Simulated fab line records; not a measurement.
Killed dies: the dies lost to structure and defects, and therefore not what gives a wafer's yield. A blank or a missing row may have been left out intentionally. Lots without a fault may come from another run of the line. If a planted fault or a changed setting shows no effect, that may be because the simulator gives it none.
fab line records    flow n5-finfet
[record] lots = 7  wafers = 21
route steps=1938 shown BEOL_M11@1578 BEOL_M12@1639 BEOL_M13@1659 BEOL_M14@1753
start-h: hours from the record's opening day to when the first of the lot's shown wafers began    wait-h: hours from the lot's prior step to this one    " repeats the value in the row above    L1.1+2: one row covering several wafers at once    - either no value or no given start    * or withheld: withheld    < > ~ a bound
route shown NAME@n: NAME is a module with steps in the file, n the number in the route of the first one    usual: mean/standard deviation taken from wafers without a fault    same: alike in all rows    chamber/n: place in a boat    sites: the reading at each site    _std_site: standard deviation of those values    _edge_site: the outer-site mean with the inner-site mean subtracted    radius-mm: for every site, how far away it sits from the centre of the wafer    mask NAME#n: copy n    behind: the tool/chamber that last shaped the wafer    hold: what put the lot on hold/how long, in hours/how the hold closed    device: names the non-switching transistor (n, p or np)    end of line: at the end of the route, the tests of the same wafers    for a step that has no rows: nothing shown but its recipe    killed: count of dies lost to structure and defects at first sort (not the wafer's yield)    map: the dies of a wafer, with x for killed, . for not killed, _ for no die there
set.NAME: the setting that was run; set.NAME@STEP: the one run at that earlier step    model.NAME: the simulator's own value behind a step, which no gauge read
lots whose settings were changed on purpose; a table a step, a row a wafer
[[steps]]
[step N5_BEOL_M11_TRENCH_ETCH_37]
[recipe] chemistry = C4F6/O2  target-depth-a = 1488.3  target = SiCOH_lowk  time-s = 48  ion-energy-ev = 250  pressure-mtorr = 30  source-w = 345  bias-w = 185  Ar_flow_sccm = 300  C4F6_flow_sccm = 10  O2_flow_sccm = 10
lot.wafer  tool         chamber  start-h  wait-h  set.time-s  model.etch.depth-nm  model.BEOL_M11.feature-depth-nm
L075.1     rie-diel-06  1        -        -       39.04       117.6                117.6
L075.3     "            0        "        "       48          147.6                147.6
L075.5     "            3        "        "       48          150.8                150.8
L081.1     rie-diel-05  1        -        -       48          145.4                145.4
L081.2     "            3        "        "       48          142.1                142.2
L081.5     "            0        "        "       48          156.9                156.8
L085.1     rie-diel-01  1        -        -       48          146.9                147
L085.2     "            0        "        "       48          143.8                143.8
L085.5     "            2        "        "       48          147.5                147.6
L086.2     rie-diel-01  2        -        -       48          148                  148
L086.3     "            1        "        "       48          145.3                145.4
L086.5     "            0        "        "       48          144.8                144.8
L090.1     rie-diel-01  0        -        -       48          146                  146
L090.3     "            3        "        "       48          148                  148
L090.5     "            2        "        "       48          149.4                149.4
L093.2     rie-diel-01  2        -        -       48          145.4                145.4
L093.4     "            0        "        "       48          145.3                145.2
L093.6     "            3        "        "       48          146.3                146.2
L096.1     rie-diel-05  0        -        -       48          155.7                155.8
L096.2     "            2        "        "       48          152.1                152
L096.3     "            1        "        "       58.13       178.1                178
[step N5_BEOL_M11_ETCH_41]
[recipe] chemistry = CH3F/O2  target = SiCN  target-depth-a = 426  taper-deg = 2  time-s = 86  ion-energy-ev = 120  mask-material = TiN  pressure-mtorr = 30  source-w = 395  bias-w = 75  Ar_flow_sccm = 150  CH3F_flow_sccm = 30  O2_flow_sccm = 20
[step N5_BEOL_M11_STRIP_77]
[recipe] chemistry = N2/H2  time-s = 10  power-w = 450  temp-c = 40  pressure-mtorr = 20  rf-frequency-hz = 6e+07  bias-power-w = 7  n2-flow-sccm = 200  h2-flow-sccm = 200
[step N5_BEOL_M11_OCD_MEAS_38]
[usual] trench-depth-nm = 148/4.3
lot.wafer  tool    chamber  start-h  wait-h  set.time-s@BEOL_M11_TRENCH_ETCH_37  trench-depth-nm
L075.1     ocd-01  -        273.06   -       39.04                               117
L075.3     "       -        "        "       48                                  147
L075.5     "       -        "        "       48                                  151
L081.1     ocd-02  -        297.49   -       48                                  146
L081.2     "       -        "        "       48                                  142
L081.5     "       -        "        "       48                                  157
L085.1     ocd-01  -        339.05   -       48                                  147
L085.2     "       -        "        "       48                                  143
L085.5     "       -        "        "       48                                  147
L086.2     ocd-01  -        343.14   -       48                                  148
L086.3     "       -        "        "       48                                  146
L086.5     "       -        "        "       48                                  145
L090.1     ocd-01  -        356.30   -       48                                  146
L090.3     "       -        "        "       48                                  148
L090.5     "       -        "        "       48                                  149
L093.2     ocd-01  -        411.68   -       48                                  145
L093.4     "       -        "        "       48                                  145
L093.6     "       -        "        "       48                                  146
L096.1     ocd-02  -        418.13   -       48                                  156
L096.2     "       -        "        "       48                                  152
L096.3     "       -        "        "       58.13                               179
[step N5_BEOL_M11_HM_STRIP_39]
[recipe] chemistry = peroxide-tin-strip  material = TiN  target-depth-a = 250  temp-c = 50  time-s = 158
[step N5_BEOL_M11_SRD_40]
[recipe] time-s = 30  temp-c = 23  rinse-liquid = diw  dry = ipa-marangoni
[step N5_BEOL_M11_ECD_50]
[recipe] material = Cu  target-thk-a = 3180
[step N5_BEOL_M11_ANNEAL_51]
[recipe] temp-c = 225  time-s = 90  ambient = N2
[step N5_BEOL_M11_CMP_52]
[recipe] stop-on = SiCOH_lowk  t-overpolish-s = 7  down-force-psi = 1  platen-rpm = 50  clearing-platen-down-force-psi = 1.5  clearing-platen-rpm = 50  post-cmp-clean = cu-alkaline  target-thk-nm = 140  clearing-platen-pad-velocity-m-s = 0.99484  pad-velocity-m-s = 0.99484
lot.wafer  tool    chamber  start-h  wait-h  set.time-s@BEOL_M11_TRENCH_ETCH_37  model.Cu_of_BEOL_M11_ECD_50.thk-nm
L075.1     cmp-02  1        277.42   0.3     39.04                               109.4
L075.3     "       2        "        "       48                                  138.6
L075.5     "       0        "        "       48                                  143.8
L081.1     cmp-01  1        300.19   0.3     48                                  135.4
L081.2     "       3        "        "       48                                  133.4
L081.5     "       2        "        "       48                                  148
L085.1     cmp-02  0        340.93   0.3     48                                  139.2
L085.2     "       3        "        "       48                                  135
L085.5     "       0        "        "       48                                  140.2
L086.3     cmp-02  1        346.13   0.2     48                                  138.4
L086.2     "       3        "        "       48                                  139.4
L086.5     "       1        "        "       48                                  137.2
L090.3     cmp-01  1        360.84   0.2     48                                  136.8
L090.1     "       3        "        "       48                                  135.4
L090.5     "       2        "        "       48                                  140.4
L093.4     cmp-02  1        414.12   0.2     48                                  139
L093.2     "       2        "        "       48                                  137.4
L093.6     "       1        "        "       48                                  140.4
L096.2     cmp-02  1        421.92   0.2     48                                  146.4
L096.3     "       2        "        "       58.13                               171.2
L096.1     "       3        "        "       48                                  147.4
[step N5_BEOL_M11_THK_MEAS_53]
[recipe] thk-meas-gauge = xrf  reads = Cu_of_BEOL_M11_ECD_50
[usual] M11_THK = 141/4.6
lot.wafer  tool           chamber  start-h  wait-h  set.time-s@BEOL_M11_TRENCH_ETCH_37  M11_THK[nm]
L075.1     film-metro-02  -        277.68   -       39.04                               109
L075.3     "              -        "        "       48                                  139
L075.5     "              -        "        "       48                                  143
L081.1     film-metro-01  -        300.48   -       48                                  138
L081.2     "              -        "        "       48                                  136
L081.5     "              -        "        "       48                                  151
L085.1     film-metro-01  -        341.23   -       48                                  142
L085.2     "              -        "        "       48                                  137
L085.5     "              -        "        "       48                                  143
L086.2     film-metro-01  -        346.39   -       48                                  142
L086.3     "              -        "        "       48                                  140
L086.5     "              -        "        "       48                                  139
L090.1     film-metro-01  -        361.14   -       48                                  137
L090.3     "              -        "        "       48                                  139
L090.5     "              -        "        "       48                                  142
L093.2     film-metro-02  -        414.37   -       48                                  138
L093.4     "              -        "        "       48                                  139
L093.6     "              -        "        "       48                                  141
L096.1     film-metro-01  -        422.22   -       48                                  152
L096.2     "              -        "        "       48                                  150
L096.3     "              -        "        "       58.13                               175
[step N5_BEOL_M12_TRENCH_ETCH_34]
[recipe] chemistry = C4F8/O2/Ar  target = SiOC  target-depth-a = 3189.5  mask-material = SOC  pressure-mtorr = 30  source-w = 3000  bias-w = 700  Ar_flow_sccm = 400  C4F8_flow_sccm = 15  O2_flow_sccm = 8  he-inner-torr = 15  he-outer-torr = 30  time-s = 125.5  ion-energy-ev = 250
lot.wafer  tool         chamber  start-h  wait-h  set.time-s  model.etch.depth-nm
L075.1     rie-diel-02  0        279.81   0.0     102.7       258.2
L075.3     "            3        "        "       125.5       327.7
L075.5     "            0        "        "       102.7       256.4
L081.1     rie-diel-02  2        302.96   0.0     125.5       321.3
L081.2     "            3        "        "       125.5       318.7
L081.5     "            2        "        "       105         268.9
L085.1     rie-diel-03  3        343.46   0.0     125.5       330.3
L085.2     "            0        "        "       125.5       312.9
L085.5     "            2        "        "       125.5       312.1
L086.2     rie-diel-03  2        348.51   0.0     125.5       316.1
L086.3     "            0        "        "       125.5       315
L086.5     "            3        "        "       125.5       331.5
L090.1     rie-diel-03  2        363.16   0.0     108.1       270.1
L090.3     "            3        "        "       108.1       281.7
L090.5     "            2        "        "       125.5       315.1
L093.2     rie-diel-04  2        416.48   0.0     113.9       299.1
L093.4     "            0        "        "       113.9       288.7
L093.6     "            0        "        "       125.5       318.6
L096.1     rie-diel-04  0        424.44   0.0     125.5       321.6
L096.2     "            2        "        "       125.5       332.8
L096.3     "            3        "        "       125.5       313.6
[step N5_BEOL_M12_STRIP_70]
[recipe] chemistry = C4F8/O2/Ar  resist = SiARC  rf-frequency-hz = 6e+07
[step N5_BEOL_M12_OCD_MEAS_35]
[usual] trench-depth-nm = 319/5.3
lot.wafer  tool    chamber  start-h  wait-h  set.time-s@BEOL_M12_TRENCH_ETCH_34  trench-depth-nm
L075.1     ocd-02  -        279.97   0.0     102.7                               259
L075.3     "       -        "        "       125.5                               328
L075.5     "       -        "        "       102.7                               256
L081.1     ocd-02  -        303.11   0.0     125.5                               321
L081.2     "       -        "        "       125.5                               319
L081.5     "       -        "        "       105                                 268
L085.1     ocd-01  -        343.62   0.0     125.5                               330
L085.2     "       -        "        "       125.5                               313
L085.5     "       -        "        "       125.5                               312
L086.2     ocd-01  -        348.66   0.0     125.5                               317
L086.3     "       -        "        "       125.5                               315
L086.5     "       -        "        "       125.5                               331
L090.1     ocd-01  -        363.31   0.0     108.1                               270
L090.3     "       -        "        "       108.1                               281
L090.5     "       -        "        "       125.5                               315
L093.2     ocd-02  -        416.64   0.0     113.9                               299
L093.4     "       -        "        "       113.9                               289
L093.6     "       -        "        "       125.5                               319
L096.1     ocd-01  -        424.59   0.0     125.5                               322
L096.2     "       -        "        "       125.5                               333
L096.3     "       -        "        "       125.5                               313
[step N5_BEOL_M12_SPUTTER_45]
[recipe] material = Cu  target-thk-a = 800  temp-c = -20  bias-v = 60  power-w = 26000  chamber-pressure-pa = 0.13  time-s = 13.33
lot.wafer   tool            chamber  start-h  wait-h  set.time-s
L075.1+3    pvd-sputter-02  -        281.38   0.0     13.33
L075.5      "               -        "        "       14.49
L081.1+2+5  pvd-sputter-03  -        303.85   0.0     13.33
L085.1      pvd-sputter-02  -        345.89   0.0     15.26
L085.2+5    "               -        "        "       13.33
L086.2+3+5  pvd-sputter-02  -        351.16   0.0     13.33
L090.1+5    pvd-sputter-01  -        371.10   0.0     13.33
L090.3      "               -        "        "       14.44
L093.2+4    pvd-sputter-01  -        418.96   0.0     11.59
L093.6      "               -        "        "       13.33
L096.1+3    pvd-sputter-02  -        427.21   0.0     13.33
L096.2      "               -        "        "       11.87
[step N5_BEOL_M12_ECD_47]
[recipe] material = Cu  target-thk-a = 7200
[step N5_BEOL_M12_ANNEAL_48]
[recipe] temp-c = 225  time-s = 90  ambient = N2
[step N5_BEOL_M12_CMP_49]
[recipe] stop-on = SiOC  t-overpolish-s = 20.6  down-force-psi = 1  platen-rpm = 50  clearing-platen-down-force-psi = 1.5  clearing-platen-rpm = 50  post-cmp-clean = cu-alkaline  target-thk-nm = 320  clearing-platen-pad-velocity-m-s = 0.99484  pad-velocity-m-s = 0.99484
lot.wafer  tool    chamber  start-h  wait-h  set.time-s@BEOL_M12_TRENCH_ETCH_34  model.Cu_of_BEOL_M12_ECD_47.thk-nm
L075.3     cmp-01  0        281.98   0.2     125.5                               329.8
L075.1     "       2        "        "       102.7                               259.4
L075.5     "       1        "        "       102.7                               -
L081.1     cmp-01  2        304.49   0.3     125.5                               321.6
L081.2     "       3        "        "       125.5                               319.2
L081.5     "       3        "        "       105                                 269
L085.1     cmp-01  2        346.62   0.3     125.5                               -
L085.2     "       0        "        "       125.5                               314
L085.5     "       3        "        "       125.5                               313.4
L086.2     cmp-04  2        351.79   0.3     125.5                               321.4
L086.3     "       3        "        "       125.5                               319
L086.5     "       1        "        "       125.5                               336.8
L090.3     cmp-03  0        371.82   0.2     108.1                               -
L090.1     "       1        "        "       108.1                               270
L090.5     "       3        "        "       125.5                               314.2
L093.2+4   cmp-04  3,0      419.80   0.2     113.9                               -
L093.6     "       0        "        "       125.5                               318.8
L096.1     cmp-04  0        427.81   0.3     125.5                               323.4
L096.2     "       1        "        "       125.5                               -
L096.3     "       2        "        "       125.5                               315.8
[step N5_BEOL_M12_PRE_CLEAN_52]
[recipe] gas = NH3  time-s = 15  temp-c = withheld  rf-power-w = 300
[step N5_BEOL_M12_DEP_53]
[recipe] material = SiCN  target-thk-a = 300  temp-c = withheld  precursor = 3MS/NH3  pressure-torr = 3  rf-w = 675  time-s = 10.5
[step N5_BEOL_M12_RS_MEAS_54]
[recipe] thk-meas-gauge = four-point-probe  reads = Cu_of_BEOL_M12_ECD_47+Ta_of_BEOL_M12_SPUTTER_44+TaN_of_BEOL_M12_SPUTTER_43
[usual] M12_RS = 0.0600/0.0011
lot.wafer  tool           chamber  start-h  wait-h  set.time-s@BEOL_M12_TRENCH_ETCH_34  M12_RS[ohm/sq]
L075.1     film-metro-02  -        282.40   0.0     102.7                               0.0747
L075.3     "              -        "        "       125.5                               0.0580
L075.5     "              -        "        "       102.7                               0.0758
L081.1     film-metro-02  -        304.91   0.0     125.5                               0.0596
L081.2     "              -        "        "       125.5                               0.0600
L081.5     "              -        "        "       105                                 0.0720
L085.1     film-metro-01  -        347.04   0.0     125.5                               0.0581
L085.2     "              -        "        "       125.5                               0.0613
L085.5     "              -        "        "       125.5                               0.0613
L086.2     film-metro-01  -        352.14   0.0     125.5                               0.0599
L086.3     "              -        "        "       125.5                               0.0603
L086.5     "              -        "        "       125.5                               0.0569
L090.1     film-metro-01  -        372.17   0.0     108.1                               0.0717
L090.3     "              -        "        "       108.1                               0.0691
L090.5     "              -        "        "       125.5                               0.0612
L093.2     film-metro-02  -        420.22   0.0     113.9                               0.0641
L093.4     "              -        "        "       113.9                               0.0667
L093.6     "              -        "        "       125.5                               0.0601
L096.1     film-metro-01  -        428.19   0.0     125.5                               0.0594
L096.2     "              -        "        "       125.5                               0.0572
L096.3     "              -        "        "       125.5                               0.0608
[step N5_BEOL_M13_ILD_DEP_00]
[recipe] material = SiOC  target-thk-a = 8379.2  temp-c = 350  precursor = DEMS/O2  pressure-torr = 5  rf-w = 500  time-s = 166.4
lot.wafer  tool      chamber  start-h  wait-h  set.time-s  model.SiOC_of_BEOL_M13_ILD_DEP_00.thk-nm
L075.1     pecvd-04  0        282.47   0.0     177.1       875
L075.3     "         1        "        "       177.1       887.6
L075.5     "         1        "        "       177.1       907
L081.1     pecvd-04  1        304.97   0.0     157.1       798.6
L081.2     "         0        "        "       166.4       836.2
L081.5     "         1        "        "       166.4       863
L085.1     pecvd-02  2        347.10   0.0     158.1       774.8
L085.2     "         1        "        "       166.4       808.6
L085.5     "         2        "        "       166.4       833
L086.2     pecvd-02  1        352.20   0.0     166.4       817.6
L086.3     "         0        "        "       166.4       841.8
L086.5     "         2        "        "       166.4       836.6
L090.1     pecvd-04  0        372.24   0.0     174.2       860.8
L090.3     "         1        "        "       166.4       838.4
L090.5     "         0        "        "       166.4       824.6
L093.2     pecvd-04  0        420.29   0.0     166.4       820.8
L093.4     "         1        "        "       166.4       838
L093.6     "         0        "        "       177.5       890.2
L096.1     pecvd-02  0        428.25   0.0     187.1       944.8
L096.2     "         2        "        "       187.1       921
L096.3     "         1        "        "       166.4       834.2
[step N5_BEOL_M13_THK_MEAS_01]
[recipe] reads = SiOC_of_BEOL_M13_ILD_DEP_00
[usual] M13_ILD_THK = 839/12
lot.wafer  tool           chamber  start-h  wait-h  set.time-s@BEOL_M13_ILD_DEP_00  M13_ILD_THK[nm]
L075.1     film-metro-02  -        282.62   0.1     177.1                           876
L075.3     "              -        "        "       177.1                           888
L075.5     "              -        "        "       177.1                           908
L081.1     film-metro-02  -        305.13   0.1     157.1                           799
L081.2     "              -        "        "       166.4                           836
L081.5     "              -        "        "       166.4                           862
L085.1     film-metro-02  -        347.25   0.1     158.1                           775
L085.2     "              -        "        "       166.4                           808
L085.5     "              -        "        "       166.4                           833
L086.2     film-metro-02  -        352.35   0.1     166.4                           817
L086.3     "              -        "        "       166.4                           842
L086.5     "              -        "        "       166.4                           836
L090.1     film-metro-02  -        372.39   0.1     174.2                           861
L090.3     "              -        "        "       166.4                           839
L090.5     "              -        "        "       166.4                           824
L093.2     film-metro-02  -        420.44   0.1     166.4                           821
L093.4     "              -        "        "       166.4                           838
L093.6     "              -        "        "       177.5                           890
L096.1     film-metro-02  -        428.40   0.1     187.1                           945
L096.2     "              -        "        "       187.1                           922
L096.3     "              -        "        "       166.4                           835
[step N5_BEOL_M13_COAT_58]
[recipe] resist = BARC  temp-c = 205  time-s = 60  spin-rpm = 1500  resist-thk-nm = 89
[step N5_BEOL_M13_COAT_04]
[recipe] spin-rpm = 1625  resist-thk-nm = 400
[step N5_BEOL_M13_DESCUM_15]
[recipe] chemistry = O2  time-s = 7.9  source-power-w = 50  bias-power-w = 20  pressure-mtorr = 20  rf-frequency-hz = 2.712e+07  temp-c = 40  o2-flow-sccm = 225
[step N5_BEOL_M13_ETCH_59]
[recipe] chemistry = N2/H2  target = BARC  target-depth-a = 890  overetch-a = 267  time-s = 67.9  ion-energy-ev = 200  pressure-mtorr = 30  source-w = 840  bias-w = 150  n2-flow-sccm = 200  h2-flow-sccm = 200
[step N5_BEOL_M13_VIA_ETCH_16]
[recipe] chemistry = C4F8/O2/Ar  target = SiOC  pressure-mtorr = 30  source-w = 3000  bias-w = 700  Ar_flow_sccm = 400  C4F8_flow_sccm = 15  O2_flow_sccm = 8  he-inner-torr = 15  he-outer-torr = 30  target-depth-a = 9217  time-s = withheld  ion-energy-ev = 250  ends = cleared
lot.wafer  tool         chamber  start-h  wait-h  set.time-s@BEOL_M13_ILD_DEP_00  model.etch.depth-nm  model.coat_of_BEOL_M13_COAT_04.thk-nm
L075.1     rie-diel-05  0        283.10   0.0     *                               875.1                54
L075.3     "            1        "        "       *                               887.6                59.4
L075.5     "            0        "        "       *                               907.1                45.8
L081.1     rie-diel-01  1        305.60   0.0     *                               798.6                86.4
L081.2     "            3        "        "       *                               836.3                74.8
L081.5     "            3        "        "       *                               863                  66.2
L085.1     rie-diel-05  1        347.86   0.0     *                               774.9                92
L085.2     "            3        "        "       *                               808.7                82.2
L085.5     "            0        "        "       *                               833                  64.6
L086.2     rie-diel-01  2        352.83   0.0     *                               817.6                74.6
L086.3     "            3        "        "       *                               841.8                71.4
L086.5     "            1        "        "       *                               836.6                74
L090.1     rie-diel-05  1        372.86   0.0     *                               860.8                68
L090.3     "            3        "        "       *                               838.4                73.8
L090.5     "            3        "        "       *                               824.7                78.2
L093.2     rie-diel-06  1        420.92   0.0     *                               820.8                75.6
L093.4     "            2        "        "       *                               838.1                70
L093.6     "            0        "        "       *                               890.1                53.8
L096.1     rie-diel-01  0        429.01   0.0     *                               944.8                41.2
L096.2     "            3        "        "       *                               921                  47.6
L096.3     "            1        "        "       *                               834.2                75
[step N5_BEOL_M13_STRIP_63]
[recipe] chemistry = N2/H2  power-w = 1000  temp-c = 250  h2-frac = 0.65  overash-fraction = 0.3  pressure-mtorr = 1000  n2-flow-sccm = 1750  h2-flow-sccm = 3250
[usual] strip-time-to-endpoint-s = 28.1/1.3
lot.wafer  tool             chamber  start-h  wait-h  set.time-s@BEOL_M13_ILD_DEP_00  strip-time-to-endpoint-s
L075.1     plasma-asher-02  1        283.33   -       177.1                           22.8
L075.3     "                1        "        "       177.1                           24.5
L075.5     "                1        "        "       177.1                           20.3
L081.1     plasma-asher-02  1        305.84   -       157.1                           32.4
L081.2     "                0        "        "       166.4                           29.1
L081.5     "                1        "        "       166.4                           26.5
L085.1     plasma-asher-02  1        348.09   -       158.1                           34.0
L085.2     "                0        "        "       166.4                           31.2
L085.5     "                1        "        "       166.4                           26.0
L086.2     plasma-asher-01  0        353.06   -       166.4                           29.0
L086.3     "                0        "        "       166.4                           28.1
L086.5     "                1        "        "       166.4                           28.9
L090.1     plasma-asher-02  0        373.11   -       174.2                           27.1
L090.3     "                1        "        "       166.4                           28.8
L090.5     "                1        "        "       166.4                           30.0
L093.2     plasma-asher-02  1        421.15   -       166.4                           29.3
L093.4     "                0        "        "       166.4                           27.7
L093.6     "                0        "        "       177.5                           22.8
L096.1     plasma-asher-02  1        429.24   -       187.1                           18.8
L096.2     "                0        "        "       187.1                           20.9
L096.3     "                0        "        "       166.4                           29.1
[step N5_BEOL_M14_TRENCH_ETCH_34]
[recipe] chemistry = C4F8/O2/Ar  target = SiO2  target-depth-a = 5566.5  mask-material = SOC  he-inner-torr = 15  he-outer-torr = 30  time-s = 126.9  ion-energy-ev = 800  pressure-mtorr = 20  source-w = 1905  bias-w = 2040  Ar_flow_sccm = 400  C4F8_flow_sccm = 16  O2_flow_sccm = 12
lot.wafer   tool         chamber  start-h  wait-h  set.time-s
L075.1      rie-diel-02  2        290.12   0.0     126.9
L075.3+5    "            3,0      "        "       138.7
L081.1+2+5  rie-diel-02  3,0,0    314.35   0.0     126.9
L085.1+2+5  rie-diel-04  3,0,1    354.52   0.0     139.9
L086.2+3+5  rie-diel-03  3,2,0    361.16   0.0     126.9
L090.1+3    rie-diel-04  3,1      379.00   0.0     126.9
L090.5      "            1        "        "       107.5
L093.2+4+6  rie-diel-04  3,1,3    429.89   0.0     136.9
L096.1+2    rie-diel-03  0,3      435.61   0.0     99.78
L096.3      "            1        "        "       126.9
[[key]]
[split] step = N5_BEOL_M11_TRENCH_ETCH_37  setting = time-s  stated = 48  by = wafer
[response] step = N5_BEOL_M11_TRENCH_ETCH_37  reading = model.etch.depth-nm  change = +1.39  per = 1%  r = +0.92
[response] step = N5_BEOL_M11_TRENCH_ETCH_37  reading = model.BEOL_M11.feature-depth-nm  change = +1.38  per = 1%  r = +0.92
[response] step = N5_BEOL_M11_OCD_MEAS_38  reading = trench-depth-nm  change = +1.4  per = 1%  r = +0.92
[response] step = N5_BEOL_M11_CMP_52  reading = model.Cu_of_BEOL_M11_ECD_50.thk-nm  change = +1.39  per = 1%  r = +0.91
[response] step = N5_BEOL_M11_THK_MEAS_53  reading = M11_THK  change = +1.39  per = 1%  r = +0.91
[split] step = N5_BEOL_M12_TRENCH_ETCH_34  setting = time-s  stated = 125.5  by = wafer
[response] step = N5_BEOL_M12_TRENCH_ETCH_34  reading = model.etch.depth-nm  change = +3.3  per = 1%  r = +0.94
[response] step = N5_BEOL_M12_OCD_MEAS_35  reading = trench-depth-nm  change = +3.34  per = 1%  r = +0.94
[response] step = N5_BEOL_M12_CMP_49  reading = model.Cu_of_BEOL_M12_ECD_47.thk-nm  change = +3.43  per = 1%  r = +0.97
[response] step = N5_BEOL_M12_RS_MEAS_54  reading = M12_RS  change = -0.000787  per = 1%  r = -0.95
[split] step = N5_BEOL_M12_SPUTTER_45  setting = time-s  stated = 13.33  by = wafer
response none clear
[split] step = N5_BEOL_M13_ILD_DEP_00  setting = time-s  stated = 166.4  by = wafer
[response] step = N5_BEOL_M13_ILD_DEP_00  reading = model.SiOC_of_BEOL_M13_ILD_DEP_00.thk-nm  change = +8.24  per = 1%  r = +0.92
[response] step = N5_BEOL_M13_THK_MEAS_01  reading = M13_ILD_THK  change = +8.22  per = 1%  r = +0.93
[response] step = N5_BEOL_M13_VIA_ETCH_16  reading = model.etch.depth-nm  change = +8.24  per = 1%  r = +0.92
[response] step = N5_BEOL_M13_VIA_ETCH_16  reading = model.coat_of_BEOL_M13_COAT_04.thk-nm  change = -2.62  per = 1%  r = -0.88
[response] step = N5_BEOL_M13_STRIP_63  reading = strip-time-to-endpoint-s  change = *  per = 1%  r = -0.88
[split] step = N5_BEOL_M14_TRENCH_ETCH_34  setting = time-s  stated = 126.9  by = wafer
response none in this file
